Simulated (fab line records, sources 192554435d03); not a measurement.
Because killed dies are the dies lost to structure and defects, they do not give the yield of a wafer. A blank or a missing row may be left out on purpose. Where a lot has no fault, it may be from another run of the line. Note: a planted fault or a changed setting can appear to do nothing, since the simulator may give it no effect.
fab line records	flow n5Finfet
[record] lots = 24	wafers = 72	lastDay = 18
route steps=1938 shown BEOL_M0@742 BEOL_M1@773
lots with no fault: from the same line, run without faults
startH: hours from the record's first day to the start of the lot's first wafer shown	waitH: time in hours since the lot's previous step	" as in the row above	L1.1+2: a row that stands for several wafers	- no value present, or no start provided	* or withheld: withheld	< > ~ a bound
route shown NAME@n: a module of which the file shows steps, and the number in the route of the first	usual: mean and standard deviation over wafers with no fault	same: alike in all rows	chamber/n: place in a boat	sites: each site's reading	_std_site: standard deviation of those values	_edge_site: outer sites' mean less inner sites'	radiusMm: for every site, how far away it sits from the centre of the wafer	mask NAME#n: copy n	behind: tool/chamber where the wafer was last shaped	hold: what put the lot on hold/how long, in hours/how the hold closed	device: the n, p or np transistor that did not switch	end of line: tests run on the same wafers once the route is complete	where a step has no rows: the recipe by itself	killed: dies lost to structure and defects at the first sort, not the wafer's yield	map: shows each die of a wafer: x if killed, . if not, _ if none is there
set.NAME: the setting the step ran with; set.NAME@STEP: the setting that earlier step ran with	model.NAME: the simulator's own value behind a step, which no gauge read
one table for each step of the route and one row for each wafer, over a sample of lots
services: from which hour (startH, from the record's first day; less than 0 if before it) a tool's chamber was out of use, for how many hours, and why
[[steps]]
[step N5_BEOL_M0_ANNEAL_119]
[recipe] tempC = 225	timeS = 90	ambient = N2
[usual] wafer_temp_C_max = 226.1/0.67
lot.wafer	tool	chamber	startH	waitH	wafer_temp_C_max
L074.2	rtpAnneal-01	0	120.42	0.1	225.7
L074.3	"	0	"	"	225.6
L074.6	"	0	"	"	225.9
L075.1	rtpAnneal-01	0	121.53	0.1	225.7
L075.3	"	0	"	"	225.4
L075.5	"	0	"	"	225.7
L076.2	rtpAnneal-01	0	133.29	0.1	225.7
L076.5	"	0	"	"	225.7
L076.6	"	0	"	"	225.4
L077.2	rtpAnneal-01	0	134.93	0.1	225.8
L077.3	"	0	"	"	225.8
L077.6	"	0	"	"	225.9
L078.2	rtpAnneal-02	0	139.56	0.1	227.3
L078.3	"	0	"	"	226.9
L078.6	"	0	"	"	226.5
L079.1	rtpAnneal-02	0	149.35	1.3	226.3
L079.2	"	0	"	"	227.6
L079.5	"	0	"	"	226.9
L080.1	rtpAnneal-01	0	159.06	0.1	225.7
L080.4	"	0	"	"	225.4
L080.5	"	0	"	"	225.8
L081.3	rtpAnneal-02	0	165.44	0.8	227.5
L081.4	"	0	"	"	226.8
L081.6	"	0	"	"	226.7
L082.1	rtpAnneal-01	0	167.98	0.1	225.9
L082.2	"	0	"	"	225.9
L082.4	"	0	"	"	225.7
L083.1	rtpAnneal-01	0	168.62	0.1	225.9
L083.3	"	0	"	"	225.6
L083.5	"	0	"	"	225.7
L084.3	rtpAnneal-01	0	176.33	0.2	225.5
L084.4	"	0	"	"	225.7
L084.6	"	0	"	"	225.8
L085.3	rtpAnneal-01	0	181.70	0.1	225.7
L085.5	"	0	"	"	225.7
L085.6	"	0	"	"	225.8
L086.1	rtpAnneal-01	0	193.82	0.1	225.6
L086.3	"	0	"	"	225.4
L086.4	"	0	"	"	225.5
L087.3	rtpAnneal-01	0	203.04	0.2	225.6
L087.4	"	0	"	"	225.8
L087.5	"	0	"	"	225.1
L088.1	rtpAnneal-02	0	206.31	0.1	226.5
L088.3	"	0	"	"	226.4
L088.4	"	0	"	"	226.5
L089.2	rtpAnneal-01	0	213.81	0.4	225.7
L089.4	"	0	"	"	225.7
L089.5	"	0	"	"	226.0
L090.1	rtpAnneal-02	0	216.60	0.1	226.8
L090.3	"	0	"	"	227.0
L090.5	"	0	"	"	227.1
L091.3	rtpAnneal-02	0	226.82	0.1	226.9
L091.5	"	0	"	"	227.2
L091.6	"	0	"	"	226.9
L093.2	rtpAnneal-02	0	234.66	0.3	226.6
L093.4	"	0	"	"	227.3
L093.6	"	0	"	"	227.1
L092.1	rtpAnneal-02	0	240.95	0.1	226.9
L092.2	"	0	"	"	226.7
L092.3	"	0	"	"	226.9
L094.3	rtpAnneal-01	0	245.53	0.1	225.8
L094.5	"	0	"	"	226.0
L094.6	"	0	"	"	225.8
L095.1	rtpAnneal-01	0	245.93	0.1	225.3
L095.3	"	0	"	"	225.6
L095.6	"	0	"	"	225.5
L096.1	rtpAnneal-01	0	253.94	1.2	226.2
L096.4	"	0	"	"	225.9
L096.5	"	0	"	"	225.8
L097.1	rtpAnneal-01	0	254.60	0.6	225.8
L097.3	"	0	"	"	225.7
L097.6	"	0	"	"	225.6
[step N5_BEOL_M0_CO_CAP_123]
[recipe] material = Co	targetThkA = 20	tempC = 200	precursor = CCTBA/H2	pressureTorr = 30	timeS = 102.1
[usual] heaterPowerW = 237/11
lot.wafer	tool	chamber	startH	waitH	heaterPowerW
L074.2	cvdCo-01	2	121.07	0.0	239
L074.3	"	2	"	"	235
L074.6	"	2	"	"	238
L075.1	cvdCo-01	0	122.22	0.0	239
L075.3	"	2	"	"	245
L075.5	"	2	"	"	234
L076.2	cvdCo-02	0	133.93	0.0	216
L076.5	"	1	"	"	228
L076.6	"	0	"	"	222
L077.2	cvdCo-02	0	135.55	0.0	218
L077.3	"	2	"	"	263
L077.6	"	0	"	"	224
L078.2	cvdCo-01	2	140.52	0.0	242
L078.3	"	1	"	"	238
L078.6	"	2	"	"	237
L079.1	cvdCo-02	0	150.02	0.0	220
L079.2	"	1	"	"	234
L079.5	"	0	"	"	213
L080.1	cvdCo-02	1	159.73	0.0	236
L080.4	"	0	"	"	222
L080.5	"	1	"	"	233
L081.3	cvdCo-02	2	166.11	0.0	263
L081.4	"	1	"	"	231
L081.6	"	0	"	"	215
L082.1	cvdCo-01	1	168.65	0.0	235
L082.2	"	2	"	"	236
L082.4	"	2	"	"	245
L083.1	cvdCo-01	1	169.29	0.0	230
L083.3	"	0	"	"	241
L083.5	"	2	"	"	243
L084.3	cvdCo-01	0	177.02	0.0	240
L084.4	"	0	"	"	237
L084.6	"	1	"	"	233
L085.3	cvdCo-01	0	182.38	0.0	239
L085.5	"	2	"	"	243
L085.6	"	1	"	"	230
L086.1	cvdCo-01	2	194.49	0.0	243
L086.3	"	0	"	"	244
L086.4	"	1	"	"	229
L087.3	cvdCo-01	0	203.63	0.0	236
L087.4	"	2	"	"	240
L087.5	"	1	"	"	237
L088.1	cvdCo-01	1	206.98	0.0	240
L088.3	"	2	"	"	234
L088.4	"	2	"	"	241
L089.2	cvdCo-02	0	214.44	0.0	221
L089.4	"	0	"	"	222
L089.5	"	1	"	"	236
L090.1	cvdCo-02	0	217.29	0.0	211
L090.3	"	1	"	"	233
L090.5	"	0	"	"	220
L091.3	cvdCo-01	2	227.41	0.0	245
L091.5	"	0	"	"	242
L091.6	"	2	"	"	243
L093.2	cvdCo-01	2	235.28	0.0	241
L093.4	"	2	"	"	248
L093.6	"	0	"	"	237
L092.1	cvdCo-01	1	241.62	0.0	229
L092.2	"	2	"	"	247
L092.3	"	0	"	"	238
L094.3	cvdCo-02	1	246.11	0.0	235
L094.5	"	2	"	"	248
L094.6	"	0	"	"	223
L095.1	cvdCo-02	0	247.04	0.0	216
L095.3	"	1	"	"	230
L095.6	"	1	"	"	232
L096.1	cvdCo-02	1	254.61	0.0	225
L096.4	"	2	"	"	250
L096.5	"	0	"	"	217
L097.1	cvdCo-02	1	255.27	0.0	226
L097.3	"	2	"	"	255
L097.6	"	0	"	"	220
[step N5_BEOL_M1_STRIP_66]
[recipe] chemistry = CF4	resist = SiARC	powerW = 300	biasPowerW = 75	pressureMtorr = 50	cf4FlowSccm = 150	rfFrequencyHz = 6e+07
[usual] drypumpMotorCurrentA = 5.7/0.55	oesProductAu = 0.78/0.09	rfVppV = 271.5/1.4	showerheadPlenumPTorr = 1.80/0.049	throttleValvePct = 13.57/0.29
lot.wafer	tool	chamber	startH	waitH	drypumpMotorCurrentA	oesProductAu	rfHoursCounterH	rfVppV	showerheadPlenumPTorr	throttleValvePct
L074.2	rieDiel-01	0	122.50	0.0	5.2	0.76	134	270.1	1.81	13.83
L074.3	"	3	"	"	5.9	0.75	171	269.3	1.72	13.64
L074.6	"	3	"	"	5.9	0.75	-	270.7	1.72	13.65
L075.1	rieDiel-01	1	124.83	0.0	4.8	0.72	179	273.1	1.86	13.61
L075.3	"	0	"	"	5.2	0.76	135	270.7	1.81	13.85
L075.5	"	0	"	"	5.2	0.76	-	271.5	1.81	13.85
L076.2	rieDiel-06	2	137.64	0.0	5.0	0.91	18	269.8	1.75	12.99
L076.5	"	1	"	"	5.0	0.73	-	271.6	1.78	13.68
L076.6	"	2	"	"	4.9	0.91	-	269.3	1.75	12.97
L077.2	rieDiel-01	2	137.94	0.0	6.0	0.81	75	273.0	1.83	13.56
L077.3	"	3	"	"	5.9	0.75	176	270.5	1.71	13.65
L077.6	"	2	"	"	6.0	0.80	-	269.8	1.83	13.57
L078.2	rieDiel-01	2	142.81	0.0	6.0	0.80	76	271.4	1.83	13.57
L078.3	"	0	"	"	5.2	0.75	140	270.5	1.81	13.87
L078.6	"	2	"	"	6.0	0.80	-	271.6	1.83	13.57
L079.1	rieDiel-06	3	152.09	0.0	5.7	0.80	95	272.9	1.88	13.51
L079.2	"	0	"	"	6.2	0.75	163	269.7	1.72	13.74
L079.5	"	1	"	"	5.0	0.72	-	270.4	1.78	13.71
L080.1	rieDiel-03	0	162.94	0.0	6.5	0.67	244	272.4	1.83	13.57
L080.4	"	2	"	"	6.6	0.68	231	273.0	1.78	13.91
L080.5	"	2	"	"	6.6	0.68	-	270.1	1.78	13.91
L081.3	rieDiel-06	2	167.58	0.0	5.0	0.89	29	270.3	1.75	13.01
L081.4	"	0	"	"	6.2	0.75	166	270.6	1.72	13.76
L081.6	"	2	"	"	5.0	0.89	-	270.7	1.75	13.00
L082.1	rieDiel-01	0	170.99	0.0	5.2	0.76	150	271.5	1.80	13.87
L082.2	"	2	"	"	6.0	0.78	86	271.7	1.83	13.57
L082.4	"	3	"	"	5.9	0.74	187	269.7	1.71	13.69
L083.1	rieDiel-03	1	174.32	0.0	5.7	0.91	19	271.2	1.83	13.25
L083.3	"	0	"	"	6.5	0.66	249	274.4	1.83	13.58
L083.5	"	0	"	"	6.5	0.66	-	272.7	1.83	13.58
L084.3	rieDiel-06	0	180.37	0.0	6.2	0.76	170	269.7	1.72	13.76
L084.4	"	3	"	"	5.7	0.79	104	274.5	1.88	13.54
L084.6	"	2	"	"	4.9	0.88	-	271.3	1.75	13.01
L085.3	rieDiel-03	3	185.33	0.0	5.4	0.69	209	273.2	1.85	13.84
L085.5	"	3	"	"	5.4	0.70	-	271.9	1.85	13.86
L085.6	"	1	"	"	5.7	0.90	-	271.3	1.83	13.27
L086.1	rieDiel-03	3	196.57	0.0	5.4	0.70	214	273.2	1.84	13.86
L086.3	"	2	"	"	6.6	0.67	243	271.2	1.77	13.92
L086.4	"	2	"	"	6.6	0.67	-	271.2	1.77	13.95
L087.3	rieDiel-03	3	205.27	0.0	5.5	0.69	217	270.9	1.84	13.87
L087.4	"	1	"	"	5.7	0.89	31	269.9	1.82	13.28
L087.5	"	0	"	"	6.5	1.00	-	272.5	1.83	13.03
L088.1	rieDiel-03	1	209.30	0.0	5.7	0.88	32	273.7	1.82	13.29
L088.3	"	3	"	"	5.4	0.69	219	271.5	1.84	13.85
L088.4	"	0	"	"	6.5	0.98	1	273.1	1.83	13.01
L089.2	rieDiel-03	1	218.07	0.0	5.7	0.88	34	271.8	1.82	13.29
L089.4	"	1	"	"	5.7	0.88	-	272.0	1.82	13.28
L089.5	"	3	"	"	5.4	0.69	-	272.2	1.84	13.86
L090.1	rieDiel-06	3	219.04	0.0	5.7	0.77	115	274.3	1.87	13.57
L090.3	"	0	"	"	6.2	0.75	179	268.9	1.71	13.80
L090.5	"	3	"	"	5.7	0.78	-	272.6	1.87	13.57
L091.3	rieDiel-03	1	228.69	0.0	5.7	0.87	39	271.1	1.82	13.30
L091.5	"	0	"	"	6.5	0.95	-	271.3	1.82	13.06
L091.6	"	1	"	"	5.7	0.88	-	271.5	1.82	13.30
L093.2	rieDiel-03	1	237.49	0.0	5.7	0.87	42	271.8	1.82	13.31
L093.4	"	0	"	"	6.5	0.93	-	273.0	1.82	13.05
L093.6	"	3	"	"	5.4	0.68	-	273.0	1.84	13.88
L092.1	rieDiel-01	3	243.65	0.0	5.9	0.73	207	269.4	1.71	13.73
L092.2	"	1	"	"	4.8	0.68	214	271.2	1.85	13.69
L092.3	"	2	"	"	6.0	0.77	107	272.7	1.82	13.64
L094.3	rieDiel-01	3	247.70	0.0	5.9	0.72	209	269.1	1.71	13.74
L094.5	"	1	"	"	4.8	0.68	-	272.7	1.84	13.68
L094.6	"	2	"	"	6.0	0.77	-	272.9	1.82	13.65
L095.1	rieDiel-06	2	250.13	0.0	5.0	0.85	53	269.8	1.74	13.05
L095.3	"	0	"	"	6.2	0.74	187	268.7	1.71	13.80
L095.6	"	0	"	"	6.2	0.74	-	268.8	1.71	13.81
L096.1	rieDiel-03	0	259.66	0.0	6.5	0.92	19	272.3	1.82	13.08
L096.4	"	3	"	"	5.4	0.67	236	272.1	1.84	13.91
L096.5	"	3	"	"	5.4	0.68	-	272.0	1.84	13.91
L097.1	rieDiel-01	1	260.02	0.0	4.8	0.69	219	272.4	1.84	13.69
L097.3	"	0	"	"	5.2	0.73	170	272.3	1.80	13.93
L097.6	"	1	"	"	4.8	0.69	-	272.7	1.84	13.68
[step N5_BEOL_M1_HM_OPEN_17]
[recipe] chemistry = Cl2/BCl3	targetDepthA = 200	overetchA = 60	target = TiN	maskMaterial = SOC	ionEnergyEv = 150	pressureMtorr = 10	icpW = 1000	biasW = 126	Cl2_flow_sccm = 53.25	bcl3FlowSccm = 21.75	Ar_flow_sccm = 25
[usual] drypumpMotorCurrentA = 5.92/0.27	oes_ar_750_au = 0.68/0.11	oesProductAu = 0.61/0.096	throttleValvePct = 22.26/0.16
lot.wafer	tool	chamber	startH	waitH	drypumpMotorCurrentA	oes_ar_750_au	oesProductAu	rfHoursCounterH	throttleValvePct
L074.2	rieMetal-01	1	122.55	0.0	6.19	0.61	0.52	137	22.47
L074.3	"	0	"	"	6.26	0.77	0.68	-	21.98
L074.6	"	1	"	"	6.17	0.61	0.52	-	22.45
L075.1	rieMetal-03	0	124.87	0.0	6.15	0.60	0.55	113	22.25
L075.3	"	0	"	"	6.13	0.61	0.55	-	22.24
L075.5	"	1	"	"	6.00	0.79	0.71	-	22.12
L076.2	rieMetal-03	0	137.68	0.0	6.12	0.61	0.55	114	22.25
L076.5	"	1	"	"	6.00	0.80	0.70	-	22.10
L076.6	"	0	"	"	6.13	0.61	0.55	-	22.25
L077.2	rieMetal-02	0	137.98	0.0	5.78	0.58	0.51	124	22.54
L077.3	"	0	"	"	5.76	0.58	0.52	-	22.54
L077.6	"	1	"	"	5.47	0.61	0.55	-	22.23
L078.2	rieMetal-01	0	142.85	0.0	6.26	0.77	0.69	29	21.98
L078.3	"	1	"	"	6.15	0.61	0.52	-	22.49
L078.6	"	1	"	"	6.15	0.61	0.52	-	22.48
L079.1	rieMetal-03	1	152.13	0.0	5.99	0.78	0.69	32	22.14
L079.2	"	0	"	"	6.12	0.60	0.54	116	22.25
L079.5	"	1	"	"	6.00	0.78	0.69	-	22.12
L080.1	rieMetal-03	1	162.98	0.0	5.97	0.77	0.68	34	22.15
L080.4	"	1	"	"	5.98	0.78	0.69	-	22.12
L080.5	"	0	"	"	6.14	0.60	0.54	-	22.26
L081.3	rieMetal-02	1	167.65	0.1	5.46	0.61	0.54	-	22.23
L081.4	"	0	"	"	5.77	0.58	0.52	-	22.55
L081.6	"	1	"	"	5.48	0.60	0.55	-	22.21
L082.1	rieMetal-03	1	171.03	0.0	6.01	0.78	0.69	35	22.13
L082.2	"	0	"	"	6.11	0.59	0.54	118	22.26
L082.4	"	0	"	"	6.13	0.60	0.54	-	22.28
L083.1	rieMetal-03	1	174.36	0.0	6.01	0.77	0.69	35	22.14
L083.3	"	1	"	"	6.00	0.78	0.68	-	22.14
L083.5	"	0	"	"	6.14	0.60	0.54	-	22.25
L084.3	rieMetal-02	1	180.44	0.1	5.45	0.60	0.53	-	22.26
L084.4	"	0	"	"	5.76	0.58	0.50	-	22.60
L084.6	"	0	"	"	5.78	0.57	0.50	-	22.58
L085.3	rieMetal-02	0	185.40	0.1	5.79	0.57	0.51	-	22.57
L085.5	"	1	"	"	5.45	0.61	0.53	-	22.24
L085.6	"	0	"	"	5.78	0.57	0.51	-	22.57
L086.1	rieMetal-03	1	196.61	0.0	5.99	0.77	0.68	37	22.14
L086.3	"	1	"	"	5.97	0.77	0.68	-	22.15
L086.4	"	0	"	"	6.13	0.60	0.54	-	22.28
L087.3	rieMetal-03	0	205.34	0.1	6.11	0.60	0.53	-	22.26
L087.4	"	1	"	"	6.00	0.77	0.68	-	22.13
L087.5	"	0	"	"	6.11	0.59	0.53	-	22.29
L088.1	rieMetal-02	0	209.34	0.0	5.77	0.57	0.50	130	22.59
L088.3	"	1	"	"	5.46	0.60	0.53	-	22.26
L088.4	"	0	"	"	5.76	0.57	0.50	-	22.60
L089.2	rieMetal-03	0	218.11	0.0	6.12	0.59	0.53	122	22.29
L089.4	"	0	"	"	6.10	0.59	0.52	-	22.28
L089.5	"	1	"	"	5.99	0.76	0.68	-	22.14
L090.1	rieMetal-02	1	219.09	0.0	5.46	0.60	0.54	108	22.25
L090.3	"	1	"	"	5.46	0.59	0.54	-	22.24
L090.5	"	1	"	"	5.45	0.60	0.54	-	22.24
L091.3	rieMetal-03	1	228.76	0.1	6.00	0.75	0.69	-	22.14
L091.5	"	1	"	"	6.00	0.76	0.68	-	22.15
L091.6	"	0	"	"	6.14	0.59	0.53	-	22.27
L093.2	rieMetal-03	0	237.53	0.0	6.15	0.59	0.53	125	22.27
L093.4	"	0	"	"	6.18	0.59	0.53	-	22.28
L093.6	"	0	"	"	6.13	0.59	0.54	-	22.26
L092.1	rieMetal-01	1	243.69	0.0	6.15	0.92	0.76	7	22.06
L092.2	"	0	"	"	6.27	0.73	0.64	41	22.01
L092.3	"	0	"	"	6.28	0.74	0.64	-	22.03
L094.3	rieMetal-01	0	247.78	0.1	6.29	0.74	0.65	-	22.01
L094.5	"	1	"	"	6.19	0.92	0.78	-	22.07
L094.6	"	0	"	"	6.32	0.74	0.65	-	22.01
L095.1	rieMetal-02	1	250.18	0.0	5.45	0.59	0.53	112	22.26
L095.3	"	0	"	"	5.78	0.94	0.82	-	22.47
L095.6	"	0	"	"	5.77	0.93	0.83	-	22.46
L096.1	rieMetal-02	1	259.70	0.0	5.46	0.60	0.52	112	22.28
L096.4	"	0	"	"	5.77	0.92	0.81	-	22.47
L096.5	"	1	"	"	5.47	0.59	0.53	-	22.25
L097.1	rieMetal-02	1	260.06	0.0	5.46	0.59	0.52	112	22.28
L097.3	"	0	"	"	5.78	0.92	0.81	-	22.47
L097.6	"	1	"	"	5.47	0.59	0.52	-	22.28
[step N5_BEOL_M1_CD_MEAS_18]
[recipe] pitchNm = 36	targetCdNm = 18
[usual] cdNm = 18.0/0.34
lot.wafer	tool	chamber	startH	waitH	cdNm
L074.2	cdSem-01	-	122.74	0.1	17.6
L074.3	"	-	"	"	17.9
L074.6	"	-	"	"	18.0
L075.1	cdSem-03	-	125.25	0.0	18.3
L075.3	"	-	"	"	17.6
L075.5	"	-	"	"	17.8
L076.2	cdSem-03	-	137.99	0.1	18.0
L076.5	"	-	"	"	17.5
L076.6	"	-	"	"	17.7
L077.2	cdSem-03	-	138.24	0.1	18.2
L077.3	"	-	"	"	18.1
L077.6	"	-	"	"	17.9
L078.2	cdSem-01	-	143.03	0.1	18.1
L078.3	"	-	"	"	18.1
L078.6	"	-	"	"	18.2
L079.1	cdSem-02	-	152.31	0.0	18.5
L079.2	"	-	"	"	18.0
L079.5	"	-	"	"	18.2
L080.1	cdSem-01	-	163.28	0.0	17.5
L080.4	"	-	"	"	18.2
L080.5	"	-	"	"	18.4
L081.3	cdSem-01	-	167.80	0.1	18.5
L081.4	"	-	"	"	18.1
L081.6	"	-	"	"	17.9
L082.1	cdSem-01	-	171.22	0.0	17.2
L082.2	"	-	"	"	18.0
L082.4	"	-	"	"	17.9
L083.1	cdSem-03	-	174.59	0.0	17.4
L083.3	"	-	"	"	17.4
L083.5	"	-	"	"	17.7
L084.3	cdSem-02	-	180.59	0.1	18.4
L084.4	"	-	"	"	18.3
L084.6	"	-	"	"	18.6
L085.3	cdSem-03	-	185.56	0.1	17.4
L085.5	"	-	"	"	17.4
L085.6	"	-	"	"	17.8
L086.1	cdSem-02	-	196.79	0.0	18.1
L086.3	"	-	"	"	17.9
L086.4	"	-	"	"	17.6
L087.3	cdSem-03	-	205.50	0.1	17.8
L087.4	"	-	"	"	18.1
L087.5	"	-	"	"	17.7
L088.1	cdSem-02	-	209.52	0.0	18.4
L088.3	"	-	"	"	17.6
L088.4	"	-	"	"	18.4
L089.2	cdSem-03	-	218.29	0.1	18.6
L089.4	"	-	"	"	18.4
L089.5	"	-	"	"	18.1
L090.1	cdSem-03	-	219.36	0.0	18.1
L090.3	"	-	"	"	17.8
L090.5	"	-	"	"	17.9
L091.3	cdSem-03	-	228.91	0.1	18.1
L091.5	"	-	"	"	18.0
L091.6	"	-	"	"	17.9
L093.2	cdSem-03	-	237.71	0.1	18.1
L093.4	"	-	"	"	18.0
L093.6	"	-	"	"	18.1
L092.1	cdSem-01	-	243.87	0.0	18.3
L092.2	"	-	"	"	18.6
L092.3	"	-	"	"	18.6
L094.3	cdSem-02	-	248.00	0.1	18.7
L094.5	"	-	"	"	18.2
L094.6	"	-	"	"	18.1
L095.1	cdSem-01	-	250.39	0.0	18.1
L095.3	"	-	"	"	18.3
L095.6	"	-	"	"	17.8
L096.1	cdSem-03	-	260.03	0.0	17.3
L096.4	"	-	"	"	17.9
L096.5	"	-	"	"	18.0
L097.1	cdSem-02	-	260.29	0.0	17.8
L097.3	"	-	"	"	18.0
L097.6	"	-	"	"	17.7
[step N5_BEOL_M1_VIA_ETCH_34]
[recipe] chemistry = C4F6/O2	targetDepthA = 678	maskMaterial = SOC	pressureMtorr = 15	ionEnergyEv = 250	taperDeg = 4	timeS = 64.4	sourceW = 350	biasW = 170	Ar_flow_sccm = 300	C4F6_flow_sccm = 10	O2_flow_sccm = 10
[usual] drypumpMotorCurrentA = 5.7/0.57	oes_ar_750_au = 0.76/0.077	oesProductAu = 0.76/0.083	rfVppV = 663/15	showerheadPlenumPTorr = 2.85/0.077	throttleValvePct = 30.72/0.26
lot.wafer	tool	chamber	startH	waitH	drypumpMotorCurrentA	oes_ar_750_au	oesProductAu	rfHoursCounterH	rfVppV	showerheadPlenumPTorr	throttleValvePct
L074.2	rieDiel-01	1	124.40	0.0	4.9	0.72	0.73	179	659	2.93	30.59
L074.3	"	3	"	"	5.9	0.75	0.77	172	653	2.72	30.92
L074.6	"	1	"	"	4.9	0.72	0.72	-	658	2.93	30.58
L075.1	rieDiel-06	2	129.12	0.0	5.0	0.92	0.94	15	675	2.79	30.33
L075.3	"	0	"	"	6.2	0.76	0.75	156	669	2.73	30.88
L075.5	"	2	"	"	5.0	0.91	0.93	-	674	2.80	30.32
L076.2	rieDiel-01	2	141.93	0.0	6.0	0.82	0.83	76	654	2.90	31.02
L076.5	"	0	"	"	5.2	0.79	0.77	-	654	2.85	31.19
L076.6	"	1	"	"	4.8	0.72	0.72	-	657	2.93	30.60
L077.2	rieDiel-03	3	145.26	0.0	5.5	0.71	0.72	197	658	2.93	30.70
L077.3	"	2	"	"	6.6	0.70	0.69	227	669	2.82	30.89
L077.6	"	0	"	"	6.5	0.67	0.68	-	687	2.91	30.37
L078.2	rieDiel-03	0	146.94	0.0	6.5	0.67	0.67	239	687	2.91	30.39
L078.3	"	1	"	"	5.7	0.92	0.95	11	656	2.89	30.42
L078.6	"	0	"	"	6.5	0.67	0.68	-	688	2.91	30.37
L079.1	rieDiel-03	0	153.98	0.0	6.5	0.66	0.67	242	688	2.91	30.38
L079.2	"	3	"	"	5.4	0.71	0.71	200	657	2.93	30.71
L079.5	"	3	"	"	5.4	0.71	0.71	-	657	2.93	30.72
L080.1	rieDiel-03	2	164.28	0.0	6.6	0.69	0.67	232	669	2.81	30.88
L080.4	"	3	"	"	5.4	0.70	0.71	203	656	2.93	30.72
L080.5	"	1	"	"	5.7	0.92	0.92	-	657	2.89	30.42
L081.3	rieDiel-03	0	168.90	0.0	6.5	0.66	0.66	247	686	2.90	30.39
L081.4	"	1	"	"	5.7	0.91	0.92	18	656	2.89	30.42
L081.6	"	2	"	"	6.6	0.69	0.67	-	669	2.82	30.88
L082.1	rieDiel-03	3	175.52	0.0	5.5	0.71	0.71	206	657	2.92	30.70
L082.2	"	2	"	"	6.6	0.68	0.68	236	670	2.81	30.89
L082.4	"	1	"	"	5.7	0.91	0.92	20	657	2.89	30.42
L083.1	rieDiel-03	2	180.92	0.0	6.6	0.69	0.67	238	670	2.81	30.89
L083.3	"	1	"	"	5.7	0.90	0.90	22	658	2.89	30.42
L083.5	"	3	"	"	5.4	0.70	0.71	-	657	2.92	30.71
L084.3	rieDiel-06	0	181.86	0.0	6.2	0.75	0.75	170	668	2.72	30.88
L084.4	"	1	"	"	5.0	0.73	0.72	215	642	2.81	30.57
L084.6	"	1	"	"	5.1	0.74	0.72	-	644	2.81	30.57
L085.3	rieDiel-03	2	188.04	0.0	6.6	0.68	0.67	239	668	2.81	30.88
L085.5	"	2	"	"	6.6	0.68	0.67	-	670	2.81	30.91
L085.6	"	3	"	"	5.4	0.70	0.71	-	656	2.92	30.70
L086.1	rieDiel-06	0	203.97	0.0	6.2	0.75	0.74	175	668	2.72	30.89
L086.3	"	2	"	"	5.0	0.88	0.88	38	677	2.79	30.36
L086.4	"	3	"	"	5.7	0.79	0.79	109	701	2.97	30.44
L087.3	rieDiel-01	0	207.78	0.0	5.2	0.76	0.75	160	655	2.84	31.22
L087.4	"	3	"	"	5.9	0.73	0.72	197	653	2.71	30.94
L087.5	"	0	"	"	5.2	0.76	0.75	-	654	2.84	31.21
L088.1	rieDiel-01	2	213.04	0.0	6.0	0.81	0.80	98	652	2.89	31.04
L088.3	"	3	"	"	5.9	0.73	0.72	199	652	2.71	30.96
L088.4	"	0	"	"	5.2	0.75	0.76	161	654	2.84	31.24
L089.2	rieDiel-01	2	230.53	0.0	6.0	0.80	0.80	103	654	2.89	31.04
L089.4	"	3	"	"	5.9	0.73	0.72	203	651	2.71	30.94
L089.5	"	0	"	"	5.2	0.76	0.76	-	654	2.84	31.24
L090.1	rieDiel-06	1	233.14	0.0	5.0	0.72	0.70	229	641	2.81	30.60
L090.3	"	3	"	"	5.8	0.78	0.80	119	703	2.96	30.47
L090.5	"	0	"	"	6.2	0.75	0.74	-	669	2.72	30.91
L091.3	rieDiel-03	1	234.16	0.0	5.7	0.87	0.87	41	657	2.88	30.46
L091.5	"	0	"	"	6.5	0.94	0.96	-	688	2.90	30.30
L091.6	"	3	"	"	5.4	0.69	0.69	-	657	2.91	30.74
L093.2	rieDiel-06	3	242.51	0.0	5.7	0.77	0.78	121	701	2.96	30.48
L093.4	"	2	"	"	5.0	0.86	0.87	49	676	2.78	30.37
L093.6	"	1	"	"	5.1	0.72	0.71	-	642	2.80	30.60
L092.1	rieDiel-01	3	245.38	0.0	5.9	0.72	0.72	208	653	2.71	30.95
L092.2	"	1	"	"	4.8	0.70	0.69	214	657	2.91	30.61
L092.3	"	2	"	"	6.0	0.79	0.78	107	654	2.89	31.05
L094.3	rieDiel-01	2	249.71	0.0	6.0	0.79	0.78	110	652	2.89	31.05
L094.5	"	3	"	"	5.9	0.72	0.71	-	653	2.70	30.95
L094.6	"	2	"	"	6.0	0.79	0.78	-	653	2.88	31.06
L095.1	rieDiel-01	1	253.39	0.0	4.9	0.69	0.69	218	657	2.91	30.61
L095.3	"	3	"	"	5.9	0.73	0.71	212	652	2.70	30.97
L095.6	"	2	"	"	6.0	0.79	0.78	-	653	2.88	31.05
L096.1	rieDiel-06	3	266.92	0.0	5.7	0.76	0.78	128	702	2.96	30.46
L096.4	"	1	"	"	5.1	0.72	0.69	239	641	2.80	30.59
L096.5	"	3	"	"	5.8	0.77	0.78	-	701	2.96	30.48
L097.1	rieDiel-01	0	267.00	0.0	5.2	0.75	0.75	173	653	2.84	31.24
L097.3	"	3	"	"	5.9	0.71	0.71	215	652	2.70	30.96
L097.6	"	2	"	"	6.0	0.79	0.78	-	652	2.88	31.04
[[services]]
tool	chamber	startH	hours	kind
rtpAnneal-02	-	100.84	8.3	pm
rtpAnneal-02	-	112.75	4.5	pm
cvdCo-01	1	115.15	-	clean
cvdCo-01	1	115.15	22.0	scheduledDown
rieDiel-03	-	116.21	0.6	repair
rieDiel-03	-	123.78	2.8	pm
rieMetal-02	-	149.58	14.6	pm
rieDiel-06	0	160.21	2.8	repair
rieMetal-02	-	166.89	0.1	repair
rieDiel-03	0	178.59	-	clean
rieDiel-03	0	178.59	-	consumableReplace:focusRing
rieDiel-03	0	178.59	26.3	scheduledDown
rieDiel-03	0	178.59	26.3	ventCycle
cvdCo-02	-	194.42	2.5	repair
rieDiel-06	0	213.00	3.4	repair
rieDiel-03	2	217.30	-	clean
rieDiel-03	2	217.30	-	consumableReplace:focusRing
rieDiel-03	2	217.30	20.1	scheduledDown
rieDiel-03	2	217.30	20.1	ventCycle
rieDiel-01	1	226.18	3.6	repair
cvdCo-02	-	238.92	2.8	pm
rieDiel-01	0	241.59	12.8	repair
cvdCo-01	-	246.00	2.8	pm
rieDiel-03	2	266.47	4.2	repair
[[key]]
fault none
